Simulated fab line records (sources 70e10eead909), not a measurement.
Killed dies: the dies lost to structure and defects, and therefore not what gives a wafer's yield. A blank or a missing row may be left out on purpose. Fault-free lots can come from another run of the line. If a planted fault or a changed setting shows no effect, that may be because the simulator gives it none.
Chamber matching | flow nand-harc | cmp-03 running NHARC_A_BONDPAD_CMP_19: 4 sister chambers
The step polishes, t overpolish 30 s, cu recess touch 16 s, target thk 169.82 nm. 4 wafers are shown with their chamber, then 7 later ones without.

== WAFERS PAIRED WITH THEIR CHAMBERS ==
wafer  | chamber | motor-current-A (A)
L162.1 | 2       | 12.2
L162.6 | 3       | 11.2
L164.4 | 0       | 12.8
L164.5 | 1       | 13.7

== WAFERS WHOSE CHAMBER IS MISSING ==
wafer  | motor-current-A (A)
L164.6 | 12.7
L165.4 | 13.3
L165.5 | 11.9
L165.6 | 11.8
L168.2 | 11.6
L168.5 | 12.6
L168.6 | 13.8

== WHICH CHAMBER EACH WENT THROUGH ==
wafer  | from the rows above     | in truth
L164.6 | can't be placed: 0 or 2 | 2
L165.4 | can't be placed: 1 or 0 | 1
L165.5 | can't be placed: 2 or 3 | 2
L165.6 | can't be placed: 2 or 3 | 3
L168.2 | can't be placed: 3 or 2 | 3
L168.5 | can't be placed: 0 or 2 | 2
L168.6 | 1                       | 1
Correct placement for 1 of the 7. These rows do not allow placing 6 (true chamber among the candidates in 6). 0 placed wrongly.
How it was worked out, from the rows above alone: a wafer's distance from a chamber is the root of the sum, over the readings, of the square of ((its reading less the chamber's mean) divided by the reading's scatter). If the next closest chamber is less than 2 further off than the closest, the wafer can't be placed; otherwise it belongs to the closest. Each chamber's mean is taken over the wafers shown for it. The scatter: with one shown wafer a chamber, the root of the mean of the squares of how far each hidden wafer lies from its nearest shown one.
